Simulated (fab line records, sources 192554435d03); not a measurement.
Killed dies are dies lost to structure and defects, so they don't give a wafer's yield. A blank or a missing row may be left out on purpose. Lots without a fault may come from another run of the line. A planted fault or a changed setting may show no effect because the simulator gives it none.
fab line records | flow n5_finfet
record lots=12 wafers=35 last_day=16
route steps=1938 shown BEOL_M8@1390 BEOL_M9@1406 PASSIVATION@1936
lots that met no fault: from a run of the same line without faults
start_h: hours from the record's first day to the start of the lot's first wafer shown | wait_h: hours since the lot's step before | " the same as in the row above | L1.1+2: a row that stands for several wafers | - no value, or no start given | * or withheld: withheld | < > ~ a bound
route shown NAME@n: a module of which the file shows steps, and the number in the route of the first | usual: mean/standard deviation of fault-free wafers | same: alike in all rows | chamber/n: place in a boat | sites: the reading at each site | _std_site: their standard deviation | _edge_site: outer sites' mean less inner sites' | radius_mm: how far each site lies from the wafer's centre | mask NAME#n: copy n | behind: the tool/chamber that last shaped the wafer | hold: why the lot was held/for how many hours/how that ended | device: the transistor (n, p or np) that didn't switch | end of line: the same wafers' tests at the end of the route | a step without rows: its recipe alone | killed: dies lost to structure and defects at the first sort, not the wafer's yield | map: a wafer's dies, x killed, . not, _ none there
set.NAME: the setting as run; set.NAME@STEP: as run at that earlier step | model.NAME: the simulator's own value behind a step, which no gauge read
steps of the route over a sample of lots; a table a step, a row a wafer
services: from which hour (start_h, from the record's first day; less than 0 if before it) a tool's chamber was out of use, for how many hours, and why
## steps
# step N5_BEOL_M8_SURFACE_TREAT_79
# recipe gas=Ar time_s=* ion_energy_ev=* ion_current_ma_cm2=0.5 pressure_mtorr=* ar_flow_sccm=30
# usual throttle_valve_pct=*
# same time_s=*
# columns lot.wafer tool chamber start_h wait_h throttle_valve_pct
L636.2 pvd_sputter-03 - 202.34 0.2 *
L636.3 " - " " *
L636.4 " - " " *
L637.1 pvd_sputter-03 - 218.57 0.2 *
L637.2 " - " " *
L637.5 " - " " *
L638.2 pvd_sputter-02 - 223.85 0.3 *
L638.4 " - " " *
L638.5 " - " " *
L639.3 pvd_sputter-03 - 228.66 1.3 *
L639.5 " - " " *
L639.6 " - " " *
L640.1 pvd_sputter-03 - 232.68 0.3 *
L640.4 " - " " *
L640.5 " - " " *
L641.1 pvd_sputter-01 - 241.65 0.3 *
L641.3 " - " " *
L641.5 " - " " *
L642.2 pvd_sputter-03 - 247.52 0.4 *
L642.5 " - " " *
L642.6 " - " " *
L643.1 pvd_sputter-01 - 252.59 0.3 *
L643.2 " - " " *
L643.3 " - " " *
L646.1 pvd_sputter-01 - 253.49 0.2 *
L646.3 " - " " *
L646.6 " - " " *
L644.1 pvd_sputter-01 - 259.92 0.2 *
L644.3 " - " " *
L644.5 " - " " *
L652.2 pvd_sputter-03 - 300.87 0.2 *
L652.3 " - " " *
L654.4 pvd_sputter-02 - 314.16 1.2 *
L654.5 " - " " *
L654.6 " - " " *
# step N5_BEOL_M8_CMP_52
# recipe stop_on=SiCOH_lowk t_overpolish_s=6.9 down_force_psi=1 platen_rpm=50 clearing_platen_down_force_psi=1.5 clearing_platen_rpm=50 post_cmp_clean=cu_alkaline target_thk_nm=80 clearing_platen_pad_velocity_m_s=0.99484 pad_velocity_m_s=0.99484
# usual barrier_field_endpoint_s=29.0/0.73 motor_current_A=6.4/0.51 overpolish_run_s=6.900/0.0098 platen_rpm=49.99/0.032 time_to_endpoint_s=63/3.3
# columns lot.wafer tool chamber start_h wait_h barrier_field_endpoint_s motor_current_A overpolish_run_s platen_rpm time_to_endpoint_s
L636.4 cmp-02 1 203.33 0.1 29.5 6.7 6.895 49.97 62
L636.2 " 2 " " 28.1 6.9 6.905 50.07 63
L636.3 " 3 " " 29.3 5.5 6.920 50.01 62
L637.1 cmp-03 1 219.33 0.3 28.8 6.3 6.907 49.92 65
L637.2 " 2 " " 28.2 7.4 6.907 49.98 65
L637.5 " 0 " " 29.0 5.7 6.912 49.96 64
L638.2 cmp-03 2 225.43 0.4 29.8 7.2 6.901 49.98 64
L638.4 " 3 " " 28.7 6.2 6.911 49.98 66
L638.5 " 1 " " 29.6 6.3 6.897 49.96 62
L639.3 cmp-04 2 229.64 0.3 27.6 7.1 6.909 49.96 58
L639.5 " 3 " " 27.9 5.6 6.918 50.00 59
L639.6 " 0 " " 28.2 6.6 6.895 49.95 60
L640.4 cmp-03 3 233.48 0.2 30.0 6.0 6.910 49.95 68
L640.1 " 0 " " 29.4 5.7 6.907 50.01 63
L640.5 " 2 " " 29.4 7.3 6.904 50.06 65
L641.3 cmp-03 2 242.45 0.2 28.2 7.2 6.888 50.00 67
L641.1 " 0 " " 28.6 5.4 6.896 50.01 65
L641.5 " 3 " " 28.5 6.2 6.900 50.03 68
L642.2 cmp-04 3 248.24 0.2 28.9 5.8 6.880 50.03 68
L642.6 " 3 " " 29.4 5.6 6.913 50.00 66
L642.5 " 0 " " 29.0 6.2 6.888 50.00 66
L643.1 cmp-04 3 253.46 0.3 30.1 5.6 6.905 49.94 68
L643.3 " 1 " " 29.1 6.1 6.905 50.03 66
L643.2 " 2 " " 29.9 7.1 6.893 49.97 65
L646.1 cmp-03 3 254.21 0.3 29.7 6.2 6.905 50.05 66
L646.3 " 0 " " 29.8 5.6 6.915 49.98 68
L646.6 " 2 " " 29.6 7.7 6.899 49.94 65
L644.1 cmp-04 1 261.00 0.3 29.3 6.7 6.921 49.98 61
L644.3 " 2 " " 29.8 6.9 6.898 50.04 66
L644.5 " 1 " " 29.2 6.4 6.889 50.02 61
L652.2 cmp-02 3 301.70 0.4 29.1 5.6 6.895 49.95 63
L652.3 " 0 " " 28.5 6.1 6.885 50.02 59
L654.4 cmp-02 2 314.97 0.1 28.6 6.4 6.890 49.99 61
L654.5 " 2 " " 28.4 7.0 6.896 49.96 61
L654.6 " 3 " " 28.8 5.7 6.902 50.06 61
# step N5_BEOL_M9_COAT_59
# recipe resist=SOC temp_c=250 time_s=60 spin_rpm=1500 resist_thk_nm=100
# usual exhaust_pa=44.9/0.85 resist_line_temp_C=23.00/0.1 spin_speed_rpm=1500.1/1.2
# same time_s=60
# columns lot.wafer tool chamber start_h wait_h exhaust_pa resist_line_temp_C spin_speed_rpm
L636.2 litho_track-02 0 206.31 0.1 44.3 23.06 1500.6
L636.3 " 0 " " 44.9 22.91 1499.5
L636.4 " 0 " " 45.5 22.89 1501.4
L637.1 litho_track-04 0 223.03 0.1 44.1 23.01 1500.1
L637.2 " 0 " " 44.9 22.95 1499.9
L637.5 " 0 " " 44.8 22.89 1498.9
L638.2 litho_track-02 0 227.32 0.1 43.3 23.10 1498.4
L638.4 " 0 " " 44.3 22.99 1499.6
L638.5 " 0 " " 44.1 23.09 1498.7
L639.3 litho_track-03 0 231.83 0.1 45.3 23.05 1500.1
L639.5 " 0 " " 46.6 23.02 1500.9
L639.6 " 0 " " 47.6 23.04 1501.3
L640.1 litho_track-02 0 235.25 0.1 45.5 23.11 1501.4
L640.4 " 0 " " 46.2 23.03 1498.6
L640.5 " 0 " " 44.5 22.96 1498.9
L641.1 litho_track-03 0 245.13 0.1 45.3 23.14 1499.9
L641.3 " 0 " " 44.9 22.99 1501.3
L641.5 " 0 " " 45.5 23.12 1500.1
L642.2 litho_track-03 0 251.74 0.1 44.5 22.95 1500.3
L642.5 " 0 " " 44.4 23.09 1500.5
L642.6 " 0 " " 45.6 22.97 1499.8
L643.1 litho_track-02 0 254.76 0.1 45.3 23.06 1501.1
L643.2 " 0 " " 45.4 23.00 1500.1
L643.3 " 0 " " 46.2 23.07 1500.2
L646.1 litho_track-02 0 256.45 0.1 45.2 23.02 1500.1
L646.3 " 0 " " 44.3 23.05 1500.0
L646.6 " 0 " " 44.1 22.95 1498.5
L644.1 litho_track-04 0 262.82 0.1 43.2 23.08 1500.7
L644.3 " 0 " " 44.5 23.07 1500.5
L644.5 " 0 " " 44.8 23.06 1501.5
L652.2 litho_track-03 0 304.29 0.1 46.1 22.78 1454.5
L652.3 " 0 " " 45.3 22.84 1455.5
L654.4 litho_track-03 0 316.96 0.1 44.7 22.95 1455.1
L654.5 " 0 " " 43.0 23.05 1454.9
L654.6 " 0 " " 42.9 23.07 1454.4
# step N5_BEOL_M9_OVL_MEAS_12
# recipe points_per_wafer=44
# usual M9_OVL=0.1/0.71
# columns lot.wafer tool chamber start_h wait_h M9_OVL[nm]
L636.2 overlay-02 0 206.59 0.0 1.3
L636.3 " 0 " " 0.6
L636.4 " 0 " " 1.3
L637.1 overlay-02 0 223.30 0.0 0.5
L637.2 " 0 " " 1.5
L637.5 " 0 " " 1.2
L638.2 overlay-01 0 227.72 0.0 -0.3
L638.4 " 0 " " 0.4
L638.5 " 0 " " -0.5
L639.3 overlay-02 0 232.23 0.0 0.4
L639.5 " 0 " " 0.9
L639.6 " 0 " " 1.4
L640.1 overlay-01 0 235.65 0.0 -1.0
L640.4 " 0 " " 0.1
L640.5 " 0 " " -0.4
L641.1 overlay-01 0 245.41 0.0 -0.1
L641.3 " 0 " " 0.2
L641.5 " 0 " " 0.1
L642.2 overlay-01 0 252.14 0.0 -0.2
L642.5 " 0 " " -0.3
L642.6 " 0 " " 0.3
L643.1 overlay-01 0 255.16 0.0 -0.2
L643.2 " 0 " " -0.6
L643.3 " 0 " " 0.3
L646.1 overlay-01 0 256.73 0.0 -0.7
L646.3 " 0 " " -0.5
L646.6 " 0 " " -0.2
L644.1 overlay-01 0 263.22 0.0 0.6
L644.3 " 0 " " 1.0
L644.5 " 0 " " 0.7
L652.2 overlay-01 0 304.56 0.0 -0.3
L652.3 " 0 " " -0.8
L654.4 overlay-01 0 317.36 0.0 0.1
L654.5 " 0 " " 0.6
L654.6 " 0 " " -1.1
# step N5_PASSIVATION_PROBE_49
# usual defect_limited_yield=91.2/1.4 killed_at_M0_to_M3=34/9.4 killed_at_M4_up=13/5.8 killed_at_contacts=13/6.4 killed_at_front_end=41/11 killed_at_other=3.1/2.3 killed_dies=103/16 killed_open=69/12 killed_short=33/7.8 sort_bin_5_function=5.1/0.91 sort_bin_6_memory=3.3/0.63 sort_n_pass=1077/16 sort_yield_pct=91.2/1.4
# same gross_dies=1180 killed_at_back_side=0 sort_bin_4_leakage[%]=0 sort_bin_8_speed[%]=0
# columns lot.wafer tool chamber start_h wait_h defect_limited_yield[%] killed_at_M0_to_M3 killed_at_M4_up killed_at_contacts killed_at_front_end killed_at_other killed_dies killed_open killed_short sort_bin_5_function[%] sort_bin_6_memory[%] sort_n_pass sort_yield_pct[%]
L636.2 prober-01 - 270.42 0.1 90.3 22 8 32 49 3 114 76 36 6.5 3.0 1066 90.3
L636.3 prober-01 - 270.47 0.1 92.0 27 15 17 33 2 94 54 38 4.2 3.3 1086 92.0
L636.4 prober-01 - 270.52 0.2 91.9 19 17 22 30 7 95 65 29 4.7 2.9 1085 91.9
L638.2 prober-02 - 283.83 0.1 90.8 32 9 10 58 0 109 82 26 5.7 3.4 1071 90.8
L638.4 prober-02 - 283.93 0.2 89.6 33 7 16 64 3 123 84 38 6.6 3.4 1057 89.6
L638.5 prober-02 - 283.98 0.2 90.9 32 6 13 54 2 107 84 22 5.3 3.7 1073 90.9
L641.1 prober-01 - 311.38 0.0 91.5 29 30 13 28 0 100 67 33 5.6 2.6 1080 91.5
L641.3 prober-01 - 311.48 0.1 92.5 31 11 6 40 0 88 55 32 4.2 3.1 1092 92.5
L641.5 prober-01 - 311.58 0.2 92.2 28 18 12 32 2 92 65 27 4.4 3.1 1088 92.2
L644.1 prober-01 - 320.35 0.0 89.9 35 6 15 55 8 119 89 30 5.8 4.2 1061 89.9
L644.3 prober-01 - 320.45 0.1 90.6 45 5 6 52 3 111 79 32 5.5 3.4 1069 90.6
L644.5 prober-01 - 320.55 0.2 92.3 37 7 13 33 1 91 70 20 4.7 3.0 1089 92.3
# killed by level:class
L636.2 MOL_CONTACT_COAG:geometric_particle:open=24 MOL_CONTACT_COAG:geometric_particle:short=8 DUMMY_GATE:geometric_particle:open=7 BEOL_M1:geometric_particle:open=7 FIN_SAQP:geometric_particle:open=6 STI_FIN_REVEAL:geometric_particle:open=5 GATE_CUT:geometric_particle:short=5 GATE_CUT:geometric_particle:open=5
L636.3 MOL_CONTACT_COAG:geometric_particle:open=11 STI_FIN_REVEAL:geometric_particle:open=7 BEOL_M1:geometric_particle:open=7 MOL_CONTACT_COAG:geometric_particle:short=6 STARTING-WAFER:geometric_particle:short=6 GATE_CUT:geometric_particle:short=5 BEOL_M2:geometric_particle:open=5 BEOL_M4:geometric_particle:open=5
L636.4 MOL_CONTACT_COAG:geometric_particle:open=20 STI_FIN_REVEAL:geometric_particle:open=7 BEOL_M4:geometric_particle:open=7 BEOL_M2:geometric_particle:open=6 BEOL_M3:geometric_particle:open=5 STARTING-WAFER:geometric_particle:short=4 BEOL_M4:geometric_particle:short=4 BEOL_M5:geometric_particle:open=4
L638.2 STI_FIN_REVEAL:geometric_particle:open=19 FIN_SAQP:geometric_particle:open=15 BEOL_M2:geometric_particle:open=11 MOL_CONTACT_COAG:geometric_particle:open=8 BEOL_M1:geometric_particle:open=6 FIN_SAQP:geometric_particle:short=5 BEOL_M0_SAQP:geometric_particle:open=5 BEOL_M0_SAQP:geometric_particle:short=5
L638.4 MOL_CONTACT_COAG:geometric_particle:open=15 FIN_SAQP:geometric_particle:open=14 STI_FIN_REVEAL:geometric_particle:open=14 FIN_SAQP:geometric_particle:short=10 BEOL_M1:geometric_particle:short=8 BEOL_M2:geometric_particle:open=7 ILD0:geometric_particle:open=5 BEOL_M0_SAQP:geometric_particle:open=5
L638.5 STI_FIN_REVEAL:geometric_particle:open=18 MOL_CONTACT_COAG:geometric_particle:open=13 FIN_SAQP:geometric_particle:open=12 BEOL_M0_SAQP:geometric_particle:open=9 STARTING-WAFER:geometric_particle:open=6 FIN_SAQP:geometric_particle:short=5 BEOL_M0:geometric_particle:open=5 BEOL_M2:geometric_particle:open=5
L641.1 MOL_CONTACT_COAG:geometric_particle:open=12 BEOL_M4:geometric_particle:open=12 BEOL_M2:geometric_particle:open=8 FIN_SAQP:geometric_particle:open=7 BEOL_M0_SAQP:geometric_particle:short=7 FIN_SAQP:geometric_particle:short=6 BEOL_M7:geometric_particle:open=6 BEOL_M4:geometric_particle:short=5
L641.3 FIN_SAQP:geometric_particle:short=9 FIN_SAQP:geometric_particle:open=8 BEOL_M0_SAQP:geometric_particle:open=6 GATE_CUT:geometric_particle:short=5 MOL_CONTACT_COAG:geometric_particle:open=5 BEOL_M1:geometric_particle:open=5 BEOL_M2:geometric_particle:open=5 BEOL_M4:geometric_particle:open=5
L641.5 MOL_CONTACT_COAG:geometric_particle:open=12 FIN_SAQP:geometric_particle:open=8 BEOL_M4:geometric_particle:open=7 BEOL_M0_SAQP:geometric_particle:open=6 BEOL_M0_SAQP:geometric_particle:short=6 BEOL_M5:geometric_particle:open=6 STARTING-WAFER:geometric_particle:open=5 FIN_SAQP:geometric_particle:short=4
L644.1 FIN_SAQP:geometric_particle:open=15 MOL_CONTACT_COAG:geometric_particle:open=11 BEOL_M2:geometric_particle:open=11 STI_FIN_REVEAL:geometric_particle:open=9 DUMMY_GATE:geometric_particle:open=8 BEOL_M0_SAQP:geometric_particle:open=8 FIN_SAQP:geometric_particle:short=7 GATE_CUT:geometric_particle:short=5
L644.3 BEOL_M1:geometric_particle:open=12 FIN_SAQP:geometric_particle:short=11 STI_FIN_REVEAL:geometric_particle:open=11 BEOL_M2:geometric_particle:open=11 FIN_SAQP:geometric_particle:open=10 BEOL_M0_SAQP:geometric_particle:open=7 BEOL_M0_SAQP:geometric_particle:short=5 MOL_CONTACT_COAG:geometric_particle:open=5
L644.5 MOL_CONTACT_COAG:geometric_particle:open=11 BEOL_M2:geometric_particle:open=11 STI_FIN_REVEAL:geometric_particle:open=10 FIN_SAQP:geometric_particle:open=6 BEOL_M0_SAQP:geometric_particle:open=6 BEOL_M1:geometric_particle:open=6 BEOL_M3:geometric_particle:open=4 GATE_CUT:geometric_particle:open=4
## services
# columns tool chamber start_h hours kind
cmp-02 - 194.36 2.7 repair
cmp-04 - 194.47 1.4 repair
cmp-03 - 198.27 1.0 repair
cmp-02 - 218.33 5.7 pm
cmp-04 - 220.43 0.9 repair
cmp-04 - 223.47 4.0 pm
cmp-04 - 227.47 - consumable_replace:conditioner
cmp-04 - 227.47 - consumable_replace:pad
cmp-02 - 247.72 1.5 repair
cmp-02 - 263.21 4.0 pm
cmp-02 - 267.21 - consumable_replace:conditioner
cmp-02 - 267.21 - consumable_replace:pad
cmp-04 - 281.99 2.7 repair
cmp-03 - 282.73 4.0 pm
cmp-03 - 286.73 - consumable_replace:conditioner
cmp-03 - 286.73 - consumable_replace:pad
cmp-04 - 298.99 5.5 pm
cmp-03 - 310.68 2.1 pm
## key
first_sign step=N5_BEOL_M9_COAT_59 reading=spin_speed_rpm direction=down sigmas=39 usual=* struck=*
effect none on later readings
met_at N5_BEOL_M9_COAT_59
struck_lots L652,L654
not_acting_at N5_BEOL_M8_SURFACE_TREAT_79,N5_BEOL_M8_CMP_52,N5_BEOL_M9_OVL_MEAS_12
onset_between 251.74 304.29
fault kind=process_parameter_drift tool=litho_track-03 chamber=- onset_h=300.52 steps=N5_BEOL_M9_COAT_59 channel=spin_rpm offset=* shape=step end_h=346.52 acts_in=* stated=*
